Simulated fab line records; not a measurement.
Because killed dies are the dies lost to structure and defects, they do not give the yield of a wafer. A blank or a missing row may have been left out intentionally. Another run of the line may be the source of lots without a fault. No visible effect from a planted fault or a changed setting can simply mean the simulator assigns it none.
Chamber matching ; flow n5_finfet ; N5_BEOL_M0_SAQP_ETCH_83 on rie_diel-05: 4 sister chambers
The step etches SiARC in CF4, target depth 39 nm, time 65 s. 4 wafers are shown with their chamber, then 7 later ones without.

== WAFERS WITH THEIR CHAMBER ==
wafer;chamber;drypump_motor_current_A (A)
L193.2;3;6.15
L194.5;0;5.84
L195.1;1;5.73
L195.2;2;5.56

== WAFERS WITHOUT THEIR CHAMBER ==
wafer;drypump_motor_current_A (A)
L195.4;5.84
L199.2;5.76
L199.4;6.12
L199.6;5.58
L205.4;5.77
L205.5;5.84
L205.6;6.14

== WHICH CHAMBER EACH ONE RAN IN ==
wafer;from the rows above;in truth
L195.4;0;0
L199.2;1;1
L199.4;3;3
L199.6;2;2
L205.4;can't be placed: 1 or 0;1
L205.5;0;0
L205.6;3;3
Correct placement for 6 of the 7. Not placeable from these rows: 1 (in 1, the candidates include the true chamber). 0 placed wrongly.
How it was worked out, from the rows above alone: a wafer's distance from a chamber is the root of the sum, over the readings, of the square of ((its reading less the chamber's mean) divided by the reading's scatter). The wafer belongs to the nearest chamber; if the next one is less than 2 further off, it can't be placed. Each chamber's mean is taken over the wafers shown for it. The scatter (one wafer shown for each chamber): square how far every hidden wafer sits from the nearest shown wafer, average those squares and take the square root.
